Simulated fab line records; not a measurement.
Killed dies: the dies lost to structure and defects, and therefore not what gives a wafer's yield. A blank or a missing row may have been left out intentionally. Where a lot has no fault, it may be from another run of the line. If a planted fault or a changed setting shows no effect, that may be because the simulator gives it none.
Split-lot experiment ; flow n5Finfet ; 21 wafers read from 7 lots, route of 1938 steps

THE SPLIT ITSELF
At N5_BEOL_M10_EXPOSE_08 (exposes mask M10), the setting doseMj was moved away from the recipe's 53.75 on 6 of the 21 wafers read, by +4.1% to +7.1%. For the rest of the wafers, this setting stayed at what the recipe calls for.

FROM THE SPLIT TO THE READING: what the file shows between them, 17 steps
- N5_BEOL_M10_PEB_09: peb time 60 s
- N5_BEOL_M10_DEVELOP_10: develop time 30 s
- N5_BEOL_M10_CD_MEAS_11: target cd 64.1 nm
- N5_BEOL_M10_DESCUM_16: chemistry O2, time 7.9 s
- N5_BEOL_M10_ETCH_61: etches SiARC in CF4, target depth 39 nm, time 65 s
- N5_BEOL_M10_ETCH_62: etches SOC in N2/H2, target depth 110 nm, overetch 22 nm, time 165 s
- N5_BEOL_M10_STRIP_68: strips in N2/H2
- N5_BEOL_M10_STRIP_67: strips in CF4
- N5_BEOL_M10_HM_OPEN_17: chemistry Cl2/BCl3, target TiN, target depth 20 nm, overetch 6 nm
- N5_BEOL_M10_STRIP_19: strips in O2
- N5_BEOL_M10_CD_MEAS_18: pitch 140 nm, target cd 70 nm
- N5_BEOL_M10_VIA_ETCH_34: etches SiCOH lowk in C4F6/O2, target depth 184.5 nm, time 69.2 s (also split here: biasW)
- N5_BEOL_M10_TRENCH_ETCH_37: etches SiCOH lowk in C4F6/O2, target depth 148.83 nm, time 48 s (also split here: biasW)
- N5_BEOL_M10_ETCH_41: etches SiCN in CH3F/O2, target depth 42.6 nm, time 86 s
- N5_BEOL_M10_STRIP_77: strips in N2/H2, time 10 s
- N5_BEOL_M10_PRECLEAN_42: cleans in residue remover, time 60 s
- N5_BEOL_M10_SRD_43: time 30 s

THE READING
cdNm at N5_BEOL_M10_CD_MEAS_35, given in nm (cd target 70 nm). Fault-free wafers of this fab line usually give 69.8 nm, standard deviation 0.64 nm.

wafer;tool, chamber at the split;doseMj as run;against the recipe;cdNm, nm;against lot-mates on the recipe
L076.2;arfiScanner-01, 0;53.75;recipe;69.6;-
L076.3;arfiScanner-01, 0;53.75;recipe;69.7;-
L076.4;arfiScanner-01, 0;53.75;recipe;70.0;-
L078.1;arfiScanner-02, 0;53.75;recipe;71.1;-
L078.4;arfiScanner-02, 0;57.56;+7.1%;74.6;+3.7
L078.6;arfiScanner-02, 0;53.75;recipe;70.8;-
L079.1;arfiScanner-03, 0;53.75;recipe;69.8;-
L079.2;arfiScanner-03, 0;53.75;recipe;70.3;-
L079.4;arfiScanner-03, 0;53.75;recipe;70.6;-
L084.1;arfiScanner-02, 0;53.75;recipe;70.4;-
L084.3;arfiScanner-02, 0;53.75;recipe;70.9;-
L084.6;arfiScanner-02, 0;56.51;+5.1%;72.3;+1.6
L088.1;arfiScanner-03, 0;53.75;recipe;70.5;-
L088.5;arfiScanner-03, 0;53.75;recipe;70.2;-
L088.6;arfiScanner-03, 0;53.75;recipe;70.3;-
L087.1;arfiScanner-02, 0;56.38;+4.9%;72.0;+3.4
L087.4;arfiScanner-02, 0;56.38;+4.9%;71.1;+2.5
L087.5;arfiScanner-02, 0;53.75;recipe;68.6;-
L090.3;arfiScanner-01, 0;53.75;recipe;68.4;-
L090.5;arfiScanner-01, 0;55.96;+4.1%;71.8;+3.4
L090.6;arfiScanner-01, 0;55.96;+4.1%;71.7;+3.3

FIT RESULTS
A straight line over all 21 wafers: cdNm changes by +0.46 nm for each +1% of doseMj; r = +0.82; the points scatter about the line by 0.78 nm.
The same after taking each lot's own level away (the mean of its wafers on the recipe; 21 wafers): +0.566 nm for each +1%; r = +0.94; scatter 0.51 nm.
That fit puts the effect of the largest move of doseMj on the reading at 4 nm.
Measured against the standard deviation above, the lots' own levels, which go from 68.40 to 70.95 nm, span 4.0 times it.
So the lot-to-lot level changes the slope: the two fits differ.
Check: for one of the wafers moved furthest among these (+7.1%), held out of the fit, the line's prediction against its lot-mates is +4.24 nm. It came out at +3.65 nm against them.

OTHER SPLITS ON THESE WAFERS
These wafers also went through other splits before the reading. Each is held against what the fit with the lots' levels taken away leaves over:
other split on the same wafers;wafers away from the commonest value;r with cdNm (lot level and that fit taken away)
N5_BEOL_M10_VIA_ETCH_34 biasW;6;-0.08
N5_BEOL_M10_TRENCH_ETCH_37 biasW;6;+0.16

THE WHOLE CHAIN: every reading that the file lists as answering this split, in the file's order
step;what it does;reading;change (the file's fit);r (the file's)
N5_BEOL_M10_CD_MEAS_11;target cd 64.1 nm;cdNm;+0.516 nm for each +1% of the setting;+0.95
N5_BEOL_M10_ETCH_61;etches SiARC in CF4, target depth 39 nm, time 65 s;BEOL_M10.cdOffsetNm (the simulator's own value, which no gauge read);+0.514 nm for each +1% of the setting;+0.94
N5_BEOL_M10_ETCH_62;etches SOC in N2/H2, target depth 110 nm, overetch 22 nm, time 165 s;BEOL_M10.cdOffsetNm (the simulator's own value, which no gauge read);+0.537 nm for each +1% of the setting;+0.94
N5_BEOL_M10_HM_OPEN_17;chemistry Cl2/BCl3, target TiN, target depth 20 nm, overetch 6 nm;BEOL_M10.cdOffsetNm (the simulator's own value, which no gauge read);+0.524 nm for each +1% of the setting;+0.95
N5_BEOL_M10_CD_MEAS_18;pitch 140 nm, target cd 70 nm;cdNm;+0.517 nm for each +1% of the setting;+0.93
N5_BEOL_M10_CD_MEAS_35;target cd 70 nm;cdNm;+0.531 nm for each +1% of the setting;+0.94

FILE'S OWN FIT
cdNm changes by +0.531 nm for each +1% of doseMj, r = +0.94.
